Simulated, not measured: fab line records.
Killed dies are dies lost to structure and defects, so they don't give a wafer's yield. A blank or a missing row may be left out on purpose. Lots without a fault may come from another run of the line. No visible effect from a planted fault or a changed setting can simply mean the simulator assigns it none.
3 desks, one fault + flow nand harc + only its own numbers are on each desk; what lay behind them is given at the end

## DESK OF THE TOOL OWNER: pecvd-04
The tool's own readings at NHARC_A_DECK1_JOINT_DEP_16 (deposits SiO2, target thk 45 nm): means of the sampled wafers that have a number, for each lot that ran on this tool. Any lot whose mean is over 4 standard deviations away from the usual mean is out of limits and marked OUT; that distance is given in the brackets.
Columns: A = heater power w at NHARC_A_DECK1_JOINT_DEP_16, usual 581 W; B = rf fwd power W at NHARC_A_DECK1_JOINT_DEP_16, usual 896.3 W; C = showerhead vpp V at NHARC_A_DECK1_JOINT_DEP_16, usual 1920 V; D = throttle valve pct at NHARC_A_DECK1_JOINT_DEP_16, usual 15.8 %
| lot  | first seen here | A   | B                | C    | D    |
|------|-----------------|-----|------------------|------|------|
| L470 | day 13 05:58    | 594 | 894.2            | 1921 | 16.3 |
| L471 | day 13 11:46    | 534 | 894.2            | 1876 | 16.3 |
| L481 | day 18 08:40    | 464 | 1016.6 (+43) OUT | 2050 | 16.6 |
| L482 | day 18 11:10    | 452 | 1017.8 (+43) OUT | 1954 | 16.1 |
This desk's finding: out of limits on L481, L482; first on L481, day 18 08:40 (rf fwd power W at NHARC_A_DECK1_JOINT_DEP_16). L470, L471: within limits.

## THE DEFECT DESK
For each lot, the counts of the inspections along the route, averaged over the sampled wafers that have a number. Any lot whose mean is over 4 standard deviations away from the usual mean is out of limits and marked OUT; that distance is given in the brackets.
Columns: A = raw defect count at NHARC_A_DECK1_JOINT_INSPECT_05, usual 295
| lot  | first seen here | A   |
|------|-----------------|-----|
| L468 | day 12 09:57    | 308 |
| L470 | day 13 06:16    | 176 |
| L471 | day 13 12:05    | 393 |
| L474 | day 14 18:34    | 297 |
| L475 | day 14 18:34    | 372 |
| L476 | day 15 17:47    | 338 |
| L481 | day 18 08:58    | 321 |
| L482 | day 18 11:29    | 451 |
| L486 | day 20 02:37    | 309 |
| L487 | day 20 23:31    | 390 |
| L489 | day 21 02:46    | 200 |
| L490 | day 21 15:51    | 283 |
| L491 | day 22 06:16    | 182 |
Finding of this desk: none of the 13 lots has anything out of limits.

## THE METROLOGY DESK
Means of the sampled wafers that have a number, per lot and without regard to the tool the lot ran on: this is what the gauges read. Any lot whose mean is over 4 standard deviations away from the usual mean is out of limits and marked OUT; that distance is given in the brackets.
Columns: A = thk nm at NHARC_A_DECK1_JOINT_THK_MEAS_17, usual 44.9 nm; B = thk nm at NHARC_A_ONON_D2_THK_MEAS_05, usual 998 nm
| lot  | first seen here | A    | B    |
|------|-----------------|------|------|
| L468 | day 12 09:55    | 45.0 | 992  |
| L470 | day 13 06:14    | 45.6 | 997  |
| L471 | day 13 12:03    | 44.4 | 1003 |
| L474 | day 14 18:32    | 44.8 | 986  |
| L475 | day 14 18:32    | 44.0 | 990  |
| L476 | day 15 17:45    | 44.8 | 1004 |
| L481 | day 18 08:55    | 46.7 | 1014 |
| L482 | day 18 11:27    | 46.0 | 1009 |
| L486 | day 20 02:35    | 45.1 | 995  |
| L487 | day 20 23:28    | 45.6 | 1002 |
| L489 | day 21 02:44    | 45.2 | 991  |
| L490 | day 21 15:49    | 45.7 | 1008 |
| L491 | day 22 06:14    | 45.4 | 982  |
Finding of this desk: none of the 13 lots has anything out of limits.

## ALL TOGETHER
The tool owner's desk could have raised an alarm at day 18 08:40, on L481, L482.
Nothing out of limits was seen by the defect desk.
The metrology desk saw nothing out of limits.
The defect desk has L481, L482 on record, within its limits.
The metrology desk has L481, L482 on record, within its limits.
Of the lots named, all ran NHARC_A_DECK1_JOINT_DEP_16 on pecvd-04.

## WHAT THE SIMULATOR PUT IN
pecvd-04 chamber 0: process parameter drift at NHARC_A_DECK1_JOINT_DEP_16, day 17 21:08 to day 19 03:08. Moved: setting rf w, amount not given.
Struck lots among those shown: L481, L482.
Each desk's first reading out of limits, in hours after the fault started: the tool owner's desk, 12.
